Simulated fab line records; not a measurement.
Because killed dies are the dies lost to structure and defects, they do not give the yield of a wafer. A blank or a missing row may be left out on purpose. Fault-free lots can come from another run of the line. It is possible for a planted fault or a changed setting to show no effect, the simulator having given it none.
One fault seen from 3 desks || flow n5 finfet || each desk holds nothing but its own numbers, with what lay behind them at the end

THE DEFECT DESK
Inspection counts along the route, by lot: the mean over sampled wafers that carry a number. Marked OUT: a lot whose mean sits more than 4 standard deviations from the usual mean, which makes it out of limits; the brackets give that distance.
Columns: A = raw defect count at N5_HKMG_FIN_INSPECT_61, usual 2.1
{"lot": "L932", "first seen here": "day 4 22:35", "A": 1.7}
{"lot": "L937", "first seen here": "day 6 10:46", "A": 3.0}
{"lot": "L940", "first seen here": "day 7 00:38", "A": 2.3}
{"lot": "L941", "first seen here": "day 7 05:15", "A": 1.0}
{"lot": "L942", "first seen here": "day 7 14:39", "A": 0.7}
{"lot": "L946", "first seen here": "day 8 11:17", "A": 2.0}
{"lot": "L948", "first seen here": "day 9 05:14", "A": 0.7}
{"lot": "L949", "first seen here": "day 9 06:35", "A": 2.7}
{"lot": "L950", "first seen here": "day 9 23:01", "A": 3.0}
Finding of this desk: none of the 9 lots has anything out of limits.

FOR THE TOOL OWNER'S DESK: arfi scanner-03
The tool's own readings at N5_HKMG_FIN_EXPOSE_46 (exposes mask NDIPOLE): means of the sampled wafers that have a number, for each lot that ran on this tool. Marked OUT: a lot whose mean sits more than 4 standard deviations from the usual mean, which makes it out of limits; the brackets give that distance.
Columns: A = exposure dose mJ cm2 at N5_HKMG_FIN_EXPOSE_46, usual 39.96
{"lot": "L932", "first seen here": "day 4 22:25", "A": 39.95}
{"lot": "L937", "first seen here": "day 6 10:35", "A": 39.94}
{"lot": "L940", "first seen here": "day 7 00:28", "A": "42.82 (+75) OUT"}
{"lot": "L941", "first seen here": "day 7 05:04", "A": "42.29 (+61) OUT"}
{"lot": "L942", "first seen here": "day 7 14:29", "A": "41.77 (+48) OUT"}
This desk finds L940, L941, L942 out of limits, L940 being first, at day 7 00:28 (exposure dose mJ cm2 at N5_HKMG_FIN_EXPOSE_46). L932, L937 stayed within limits.

THE METROLOGY DESK
What the gauges read for every lot (on any tool): the sampled wafers with a number, averaged. Marked OUT: a lot whose mean sits more than 4 standard deviations from the usual mean, which makes it out of limits; the brackets give that distance. It has 11 readings, of which 7 appear: the earliest out of limits, and the ones furthest out on some lot.
Columns: A = cd nm at N5_HKMG_FIN_CD_MEAS_49, usual 202.1 nm; B = DIBL_P at N5_BEOL_M4_RC_MEAS_101, usual 36.5 mV/V; C = IOFF_N at N5_BEOL_M4_RC_MEAS_101, usual 0.154 nA/um; D = IOFF_P at N5_BEOL_M4_RC_MEAS_101, usual 0.202 nA/um; E = ION_P at N5_BEOL_M4_RC_MEAS_101, usual 460 uA/um; F = SS_N at N5_BEOL_M4_RC_MEAS_101, usual 71.6 mV/dec; G = SS_P at N5_BEOL_M4_RC_MEAS_101, usual 73.4 mV/dec
{"lot": "L932", "first seen here": "day 4 22:32", "A": 201.9, "B": 38.0, "C": 0.161, "D": 0.192, "E": 450, "F": 71.4, "G": 73.5}
{"lot": "L937", "first seen here": "day 6 10:43", "A": 202.4, "B": 36.4, "C": 0.147, "D": 0.191, "E": 460, "F": 71.6, "G": 73.2}
{"lot": "L940", "first seen here": "day 7 00:35", "A": "205.9 (+7.1) OUT", "B": 38.9, "C": 0.152, "D": 0.188, "E": 456, "F": 71.7, "G": 73.5}
{"lot": "L941", "first seen here": "day 7 05:11", "A": "205.2 (+5.7) OUT", "B": 35.3, "C": 0.146, "D": 0.189, "E": 460, "F": 71.6, "G": 72.5}
{"lot": "L942", "first seen here": "day 7 14:35", "A": "205.1 (+5.6) OUT", "B": 36.4, "C": 0.160, "D": 0.202, "E": 467, "F": 72.0, "G": 73.6}
{"lot": "L946", "first seen here": "day 8 11:14", "A": 202.1, "B": 36.9, "C": 0.167, "D": 0.226, "E": 458, "F": 72.1, "G": 73.3}
{"lot": "L948", "first seen here": "day 9 05:11", "A": 202.5, "B": 36.9, "C": 0.181, "D": 0.229, "E": 460, "F": 71.7, "G": 73.9}
{"lot": "L949", "first seen here": "day 9 06:32", "A": 201.8, "B": 40.8, "C": 0.200, "D": 0.252, "E": 460, "F": 72.5, "G": 74.1}
{"lot": "L950", "first seen here": "day 9 22:58", "A": 202.1, "B": 35.3, "C": 0.136, "D": 0.202, "E": 463, "F": 71.1, "G": 72.5}
This desk finds L940, L941, L942 out of limits, L940 being first, at day 7 00:35 (cd nm at N5_HKMG_FIN_CD_MEAS_49). L932, L937, L946, L948, L949, L950 stayed within limits.

PUT TOGETHER
At day 7 00:28, on L940, L941, L942, the tool owner's desk was in a position to raise an alarm.
An alarm was possible from the metrology desk at day 7 00:35, on L940, L941, L942.
No out-of-limits result turned up at the defect desk.
The defect desk has L940, L941, L942 on record, within its limits.
Of the lots named, all ran N5_HKMG_FIN_EXPOSE_46 on arfi scanner-03.

WHAT THE SIMULATOR PUT IN
Process parameter drift: arfi scanner-03, from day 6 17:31 on, at N5_HKMG_FIN_EXPOSE_46. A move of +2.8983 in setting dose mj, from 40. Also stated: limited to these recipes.
Lots struck among those shown: L940, L941, L942.
Time in hours from fault onset to the first out-of-limits reading at each desk: tool owner's desk 7, metrology desk 7.
